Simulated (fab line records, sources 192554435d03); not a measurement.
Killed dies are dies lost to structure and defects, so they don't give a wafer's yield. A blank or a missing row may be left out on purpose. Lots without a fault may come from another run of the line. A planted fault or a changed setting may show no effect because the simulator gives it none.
Split-lot experiment | flow n5_finfet | 7 lots, 21 wafers read, on a route of 1938 steps

THE SPLIT
At N5_BEOL_M4_COAT_67 (time 60 s, resist thk 60 nm), the setting spin_rpm was moved away from the recipe's 1500 rpm on 4 of the 21 wafers read, by -9.3% to +8.1%. The other wafers ran this setting at the recipe's value.

FROM THE SPLIT TO THE READING: what the file shows between them, 8 steps
- N5_BEOL_M4_DESCUM_33: chemistry O2, time 7 s (also split here: time_s)
- N5_BEOL_M4_ETCH_77: etches underlayer in N2/H2, target depth 6.5 nm, time 5.2 s
- N5_BEOL_M4_ETCH_69: etches SiARC in CF4, target depth 15.6 nm, time 26 s
- N5_BEOL_M4_ALD_98: deposits SiO2, target thk 2.5 nm, pulse time 1 s, co reactant pulse time 1 s
- N5_BEOL_M4_ETCHBACK_99: etches SiO2 in CHF3, target depth 5 nm, time 10.4 s
- N5_BEOL_M4_ETCH_70: etches SOC in N2/H2, target depth 80 nm, overetch 24 nm, time 130 s
- N5_BEOL_M4_STRIP_71: strips in N2/H2
- N5_BEOL_M4_STRIP_78: strips in N2/H2

THE READING
SOC_of_BEOL_M4_COAT_67.thk_nm (the simulator's own value, which no gauge read), in nm, at N5_BEOL_M4_VIA_ETCH_34 (etches the open film in C4F6/O2, target depth 69.4 nm, time 65.9 s). The file gives no usual value for it. The 17 wafers here that ran the recipe average 51.9 nm, standard deviation 0.29 nm.

wafer  | tool, chamber at the split | spin_rpm as run, rpm | against the recipe | SOC_of_BEOL_M4_COAT_67.thk_nm, nm | against lot-mates on the recipe
L083.2 | litho_track-05, 0          | 1500                 | recipe             | 52.4                              | -
L083.3 | litho_track-05, 0          | 1500                 | recipe             | 52.2                              | -
L083.4 | litho_track-05, 0          | 1500                 | recipe             | 52                                | -
L086.2 | litho_track-05, 0          | 1500                 | recipe             | 52                                | -
L086.3 | litho_track-05, 0          | 1500                 | recipe             | 52                                | -
L086.6 | litho_track-05, 0          | 1500                 | recipe             | 52                                | -
L088.2 | litho_track-05, 0          | 1500                 | recipe             | 52.2                              | -
L088.3 | litho_track-05, 0          | 1500                 | recipe             | 52                                | -
L088.6 | litho_track-05, 0          | 1500                 | recipe             | 51.8                              | -
L090.4 | litho_track-01, 0          | 1500                 | recipe             | 52.4                              | -
L090.5 | litho_track-01, 0          | 1621                 | +8.1%              | 50                                | -2.2
L090.6 | litho_track-01, 0          | 1500                 | recipe             | 52                                | -
L092.2 | litho_track-03, 0          | 1500                 | recipe             | 51.4                              | -
L092.3 | litho_track-03, 0          | 1500                 | recipe             | 51.4                              | -
L092.5 | litho_track-03, 0          | 1500                 | recipe             | 51.6                              | -
L094.1 | litho_track-01, 0          | 1608                 | +7.2%              | 49.8                              | -2.0
L094.2 | litho_track-01, 0          | 1608                 | +7.2%              | 49.4                              | -2.4
L094.3 | litho_track-01, 0          | 1500                 | recipe             | 51.8                              | -
L096.3 | litho_track-01, 0          | 1500                 | recipe             | 51.6                              | -
L096.4 | litho_track-01, 0          | 1361                 | -9.3%              | 54.8                              | +3.0
L096.5 | litho_track-01, 0          | 1500                 | recipe             | 52                                | -

THE FIT
A straight line over all 21 wafers: SOC_of_BEOL_M4_COAT_67.thk_nm changes by -0.298 nm for each +1% of spin_rpm; r = -0.96; the points scatter about the line by 0.31 nm.
The same after taking each lot's own level away (the mean of its wafers on the recipe; 21 wafers): -0.304 nm for each +1%; r = -0.99; scatter 0.16 nm.
On that fit, the largest move of spin_rpm shifts the reading by 2.8 nm.
The lots' own levels span 51.47 to 52.20 nm, that is 2.5 times the standard deviation above.
So the lot-to-lot level changes the slope little: the two slopes agree.
Check: with one of the wafers moved furthest among these (-9.3%) left out of the fit, the line predicts +2.71 nm for it against its lot-mates. It came out at +3 nm against them.

OTHER SPLITS ON THESE WAFERS
These wafers also went through other splits before the reading. Each is held against what the fit with the lots' levels taken away leaves over:
other split on the same wafers | wafers away from the commonest value | r with SOC_of_BEOL_M4_COAT_67.thk_nm (lot level and that fit taken away)
N5_BEOL_M2_DESCUM_33 time_s    | 6                                    | -0.43
N5_BEOL_M3_PECVD_72 time_s     | 9                                    | -0.28
N5_BEOL_M3_COAT_62 spin_rpm    | 6                                    | +0.41
N5_BEOL_M4_COAT_05 spin_rpm    | 8                                    | -0.13
N5_BEOL_M4_DESCUM_33 time_s    | 7                                    | +0.10

THE WHOLE CHAIN: every reading that the file lists as answering this split, in the file's order
step                   | what it does                                                        | reading                                                                        | change (the file's fit)               | r (the file's)
N5_BEOL_M4_COAT_67     | time 60 s, resist thk 60 nm                                         | SOC_of_BEOL_M4_COAT_67.thk_nm (the simulator's own value, which no gauge read) | -0.294 nm for each +1% of the setting | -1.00
N5_BEOL_M4_ETCH_70     | etches SOC in N2/H2, target depth 80 nm, overetch 24 nm, time 130 s | etch.depth_nm (the simulator's own value, which no gauge read)                 | -0.302 nm for each +1% of the setting | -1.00
N5_BEOL_M4_VIA_ETCH_34 | etches the open film in C4F6/O2, target depth 69.4 nm, time 65.9 s  | SOC_of_BEOL_M4_COAT_67.thk_nm (the simulator's own value, which no gauge read) | -0.303 nm for each +1% of the setting | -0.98

THE FILE'S OWN FIT
SOC_of_BEOL_M4_COAT_67.thk_nm changes by -0.303 nm for each +1% of spin_rpm, r = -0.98.
